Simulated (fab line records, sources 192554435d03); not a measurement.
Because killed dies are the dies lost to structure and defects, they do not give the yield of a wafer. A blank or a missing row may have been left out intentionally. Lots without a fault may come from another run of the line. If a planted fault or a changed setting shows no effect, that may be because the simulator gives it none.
Split-lot study :: flow n5-finfet :: on a route of 1938 steps: 7 lots, 21 wafers read

## ABOUT THE SPLIT
At N5_BEOL_M1_EXPOSE_25 (exposes mask V0, defocus 5 nm, target cd 24 nm), the setting dose-mj was moved away from the recipe's 63 on 8 of the 21 wafers read, by -4.8% to +5.7%. This setting was run at the recipe's value on the other wafers.

## FROM THE SPLIT TO THE READING: what the file shows between them, 2 steps
- N5_BEOL_M1_PEB_26: peb time 60 s
- N5_BEOL_M1_DEVELOP_27: develop time 30 s

## THE READING
cd-nm, in nm, at N5_BEOL_M1_CD_MEAS_28 (target cd y 23.3 nm). Fault-free wafers of this fab line usually give 23.98 nm, standard deviation 0.23 nm.

wafer: L079.1
tool, chamber at the split: euv-scanner-02, 0
dose-mj as run: 63
against the recipe: recipe
cd-nm, nm: 24.02
against lot-mates on the recipe: -

wafer: L079.2
tool, chamber at the split: euv-scanner-02, 0
dose-mj as run: 60.32
against the recipe: -4.3%
cd-nm, nm: 22.74
against lot-mates on the recipe: -1.32

wafer: L079.5
tool, chamber at the split: euv-scanner-02, 0
dose-mj as run: 63
against the recipe: recipe
cd-nm, nm: 24.09
against lot-mates on the recipe: -

wafer: L081.1
tool, chamber at the split: euv-scanner-02, 0
dose-mj as run: 63
against the recipe: recipe
cd-nm, nm: 23.91
against lot-mates on the recipe: -

wafer: L081.4
tool, chamber at the split: euv-scanner-02, 0
dose-mj as run: 63
against the recipe: recipe
cd-nm, nm: 24.32
against lot-mates on the recipe: -

wafer: L081.5
tool, chamber at the split: euv-scanner-02, 0
dose-mj as run: 63
against the recipe: recipe
cd-nm, nm: 24.18
against lot-mates on the recipe: -

wafer: L082.2
tool, chamber at the split: euv-scanner-01, 0
dose-mj as run: 63
against the recipe: recipe
cd-nm, nm: 23.77
against lot-mates on the recipe: -

wafer: L082.4
tool, chamber at the split: euv-scanner-01, 0
dose-mj as run: 63
against the recipe: recipe
cd-nm, nm: 23.74
against lot-mates on the recipe: -

wafer: L082.5
tool, chamber at the split: euv-scanner-01, 0
dose-mj as run: 63
against the recipe: recipe
cd-nm, nm: 23.99
against lot-mates on the recipe: -

wafer: L086.1
tool, chamber at the split: euv-scanner-01, 0
dose-mj as run: 59.95
against the recipe: -4.8%
cd-nm, nm: 22.66
against lot-mates on the recipe: -1.33

wafer: L086.5
tool, chamber at the split: euv-scanner-01, 0
dose-mj as run: 59.95
against the recipe: -4.8%
cd-nm, nm: 23.16
against lot-mates on the recipe: -0.83

wafer: L086.6
tool, chamber at the split: euv-scanner-01, 0
dose-mj as run: 63
against the recipe: recipe
cd-nm, nm: 23.99
against lot-mates on the recipe: -

wafer: L087.1
tool, chamber at the split: euv-scanner-01, 0
dose-mj as run: 63
against the recipe: recipe
cd-nm, nm: 24.35
against lot-mates on the recipe: -

wafer: L087.2
tool, chamber at the split: euv-scanner-01, 0
dose-mj as run: 63
against the recipe: recipe
cd-nm, nm: 24.16
against lot-mates on the recipe: -

wafer: L087.5
tool, chamber at the split: euv-scanner-01, 0
dose-mj as run: 60.49
against the recipe: -4.0%
cd-nm, nm: 23.32
against lot-mates on the recipe: -0.94

wafer: L090.1
tool, chamber at the split: euv-scanner-01, 0
dose-mj as run: 63
against the recipe: recipe
cd-nm, nm: 24.10
against lot-mates on the recipe: -

wafer: L090.5
tool, chamber at the split: euv-scanner-01, 0
dose-mj as run: 66.56
against the recipe: +5.7%
cd-nm, nm: 25.36
against lot-mates on the recipe: +1.14

wafer: L090.6
tool, chamber at the split: euv-scanner-01, 0
dose-mj as run: 63
against the recipe: recipe
cd-nm, nm: 24.34
against lot-mates on the recipe: -

wafer: L096.2
tool, chamber at the split: euv-scanner-02, 0
dose-mj as run: 65.32
against the recipe: +3.7%
cd-nm, nm: 24.47
against lot-mates on the recipe: no lot-mate on the recipe

wafer: L096.5
tool, chamber at the split: euv-scanner-02, 0
dose-mj as run: 65.32
against the recipe: +3.7%
cd-nm, nm: 24.51
against lot-mates on the recipe: no lot-mate on the recipe

wafer: L096.6
tool, chamber at the split: euv-scanner-02, 0
dose-mj as run: 65.32
against the recipe: +3.7%
cd-nm, nm: 24.71
against lot-mates on the recipe: no lot-mate on the recipe

FIT RESULTS
A straight line over all 21 wafers: cd-nm changes by +0.212 nm for each +1% of dose-mj; r = +0.93; the points scatter about the line by 0.23 nm.
The same after taking each lot's own level away (the mean of its wafers on the recipe; 18 wafers): +0.23 nm for each +1%; r = +0.96; scatter 0.16 nm.
The reading moves by 1.3 nm for the largest change in dose-mj, on that fit.
The span of the lots' own levels, 23.833 to 24.255 nm, comes to 1.8 times the standard deviation stated above.
Consequently the slope shifts little with the lot-to-lot level, the two slopes agreeing.
Check: for one of the wafers moved furthest among these (+5.7%), held out of the fit, the line's prediction against its lot-mates is +1.38 nm. Against them it came out at +1.14 nm.

## THE WHOLE CHAIN: every reading that the file lists as answering this split, in the file's order
step: N5_BEOL_M1_CD_MEAS_28
what it does: target cd y 23.3 nm
reading: cd-nm
change (the file's fit): +0.235 nm for each +1% of the setting
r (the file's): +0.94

step: N5_BEOL_M1_VIA_ETCH_34
what it does: etches the open film in C4F6/O2, target depth 67.8 nm, time 64.4 s
reading: BEOL_M1.cd-nm (the simulator's own value, which no gauge read)
change (the file's fit): +0.222 nm for each +1% of the setting
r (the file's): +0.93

## THE FILE'S OWN FIT
cd-nm changes by +0.235 nm for each +1% of dose-mj, r = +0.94.
